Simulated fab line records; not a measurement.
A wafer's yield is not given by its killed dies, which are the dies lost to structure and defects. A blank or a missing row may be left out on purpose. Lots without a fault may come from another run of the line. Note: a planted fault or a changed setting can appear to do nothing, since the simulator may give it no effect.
Chamber matching    flow n5-finfet    N5_FIN_SAQP_ETCH_64 on rie-si-03: 4 sister chambers
The step etches SiO2 in CF4, target depth 1.5 nm. 8 wafers are shown with their chamber, then 11 later ones without.

WAFERS WITH THEIR CHAMBER
wafer   chamber  throttle-valve-pct (%)  drypump-motor-current-A (A)
L078.6  0        21.78                   5.80
L080.1  2        22.00                   6.15
L080.3  1        21.72                   5.55
L081.4  1        21.72                   5.62
L081.5  2        22.01                   6.17
L083.3  0        21.77                   5.82
L083.5  3        21.92                   5.75
L084.4  3        21.92                   5.77

WAFERS MISSING THEIR CHAMBER
wafer   throttle-valve-pct (%)  drypump-motor-current-A (A)
L084.5  21.91                   5.77
L084.6  22.03                   6.12
L086.2  21.79                   5.82
L086.5  22.00                   6.14
L086.6  21.78                   5.82
L088.1  22.00                   6.16
L088.2  21.71                   5.60
L088.4  21.92                   5.74
L093.2  21.92                   5.74
L093.3  22.00                   6.16
L093.4  21.78                   5.79

EACH ONE'S CHAMBER
wafer   from the rows above  in truth
L084.5  3                    3
L084.6  2                    2
L086.2  0                    0
L086.5  2                    2
L086.6  0                    0
L088.1  2                    2
L088.2  1                    1
L088.4  3                    3
L093.2  3                    3
L093.3  2                    2
L093.4  0                    0
Placed correctly: 11 of 11. Number that these rows cannot place: 0. 0 placed wrongly.
How it was worked out, from the rows above alone: a wafer's distance from a chamber is the root of the sum, over the readings, of the square of ((its reading less the chamber's mean) divided by the reading's scatter). The wafer belongs to the nearest chamber; if the next one is less than 2 further off, it can't be placed. For every chamber, the mean is computed from those of its wafers that are shown. The scatter is the square root of a quotient: the sum, over the shown wafers, of each reading's squared deviation from its chamber's mean, divided by wafers minus chambers.
